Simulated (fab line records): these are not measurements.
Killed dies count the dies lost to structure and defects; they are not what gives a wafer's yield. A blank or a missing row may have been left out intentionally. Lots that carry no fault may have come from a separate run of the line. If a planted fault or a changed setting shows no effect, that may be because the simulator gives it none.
Matching of chambers	flow n5_finfet	N5_BEOL_M9_ALD_74 on ald_metal-01 has 4 sister chambers
The step deposits TaN, target thk 2 nm, pulse time 2 s, purge time 3 s. 8 wafers are shown with their chamber, then 10 later ones without.

== WAFERS, EACH WITH ITS CHAMBER ==
wafer	chamber	heater_power_w (W)	precursor_vessel_pressure_torr (Torr)
L083.2	1	392	26.27
L083.3	3	427	26.35
L085.5	2	325	26.29
L089.1	0	423	26.21
L089.5	2	319	26.18
L089.6	3	430	26.27
L088.1	1	387	26.32
L088.4	0	427	26.16

== WAFERS WITH NO CHAMBER GIVEN ==
wafer	heater_power_w (W)	precursor_vessel_pressure_torr (Torr)
L088.6	424	26.20
L091.2	434	26.31
L091.5	422	26.33
L091.6	427	26.31
L094.1	425	26.30
L094.5	327	26.19
L094.6	414	26.25
L096.1	369	26.24
L096.4	386	26.20
L096.5	318	26.28

== WHICH CHAMBER EACH ONE RAN IN ==
wafer	from the rows above	in truth
L088.6	0	0
L091.2	can't be placed: 3 or 0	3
L091.5	can't be placed: 3 or 0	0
L091.6	can't be placed: 3 or 0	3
L094.1	can't be placed: 3 or 0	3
L094.5	2	2
L094.6	can't be placed: 0 or 3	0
L096.1	1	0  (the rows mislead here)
L096.4	1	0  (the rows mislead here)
L096.5	2	2
3 of 10 placed correctly. These rows do not allow placing 5 (true chamber among the candidates in 5). Number placed wrongly: 2.
How it was worked out, from the rows above alone: a wafer's distance from a chamber is the root of the sum, over the readings, of the square of ((its reading less the chamber's mean) divided by the reading's scatter). If the next closest chamber is less than 2 further off than the closest, the wafer can't be placed; otherwise it belongs to the closest. The mean given for a chamber averages the wafers shown for that chamber. The scatter: the root of (the sum of the squares of (reading less its chamber's mean) over the shown wafers, divided by (wafers less chambers)).
